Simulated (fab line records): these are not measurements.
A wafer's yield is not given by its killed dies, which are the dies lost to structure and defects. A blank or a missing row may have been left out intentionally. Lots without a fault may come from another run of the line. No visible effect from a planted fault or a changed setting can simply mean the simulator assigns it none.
Problem report, 8D (eight disciplines) form, completed by code :: flow n5 finfet :: the parts of the form that need people (team, actions taken, sign-off) are left out

== 1. THE PROBLEM ==
Wafers free of any fault read 79.0 nm (standard deviation 1.2) for M1_ILD_THK at N5_BEOL_M1_THK_MEAS_01, against a mean of 69.0 nm on 2 wafers of 2 lots. Relative to the usual mean, that is a shift of -8.3 standard deviations.
Seen first at day 9 15:27 on film metro-01, wafer L964.1. The record has a number at this step for 29 wafers belonging to 10 lots. The rule behind "out" and "out of limits": a value lying over 4 standard deviations away from the usual mean. The rest of the wafers with a number are treated as sound.

== 2. WHAT THIS IS AND IS NOT ==
question: which readings at this step
is: M1_ILD_THK
is not: -

question: which lots
is: L964, L967
is not: L952, L956, L958, L960, L970, L972, L973, L974

question: which wafers of those lots
is: L964.1, L967.4
is not: L964.4, L964.5, L967.1, L967.5

question: read on which gauges
is: film metro-01, film metro-02
is not: -

question: when
is: from day 9 15:27
is not: up to then (13 sound wafers); but 14 sound wafers of L967, L970, L972, L973, L974 came after

== 3. THE SUSPECTS, EACH WITH WHAT RULES IT OUT ==
Counting: any tool at a process step up to the reading remains a suspect provided it ran every lot that is out. Sound lots after the first of them don't rule it out here, since some wafers of a struck lot are sound.
- the gauge at N5_BEOL_M1_THK_MEAS_01 is ruled out. Those wafers that are out were read across 2 gauges (film metro-01, film metro-02).
- pecvd-03 at N5_BEOL_M1_ILD_DEP_00 (deposits SiOC from DEMS/O2, target thk 79 nm, time 15.3 s): kept. It ran every lot that is out, first L964 (day 9 15:23); its last sound lot up to then is L960 (day 7 20:02).
- Within pecvd-03 at N5_BEOL_M1_ILD_DEP_00: the wafers that are out ran in chamber 1; their sound lot-mates ran in chambers 0, 2.
Left after counting: pecvd-03 at N5_BEOL_M1_ILD_DEP_00.

== 4. THE CAUSE (what the simulator had put in) ==
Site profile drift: pecvd-03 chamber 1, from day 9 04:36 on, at N5_BEOL_M1_ILD_DEP_00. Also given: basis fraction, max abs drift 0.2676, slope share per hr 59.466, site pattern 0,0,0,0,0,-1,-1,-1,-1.
Counting left only this tool.

== 5. SEQUENCE OF EFFECTS, ordered by route ==
Each row: a reading where the mean over the struck wafers with a number is more than 3 standard deviations away from the usual. Readings are gone through only where the record gives a usual standard deviation; hours: the median, over the lots, of the time from a lot's start at the first step in this table giving one to that lot's start at this step; sigmas: the change measured in usual standard deviations.
hours: 0
step: N5_BEOL_M1_THK_MEAS_01
reading: M1_ILD_THK
usual: 79.0 nm
on struck wafers: 69.0
change: -10.0
sigmas: -8.3
Later steps that measure or inspect, where all struck wafers having a row at the step show a number for every such reading and not one has moved that far: N5_BEOL_M4_RC_MEAS_101.

== 6. WHAT WOULD HAVE CAUGHT IT SOONER ==
Counted from the fault's start at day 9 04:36, it took 11 hours until the first out-of-limits reading at a measuring or inspecting step in this record, taken at day 9 15:27.
No tool reading at N5_BEOL_M1_ILD_DEP_00 that has a usual standard deviation in the record was out on any struck wafer, so an alarm limit of 4 standard deviations on those readings would not have fired.
Among the 2 lots that are out, L967 began N5_BEOL_M1_ILD_DEP_00 on pecvd-03 after day 9 15:27. Had the tool been put on hold then, it would have been spared.
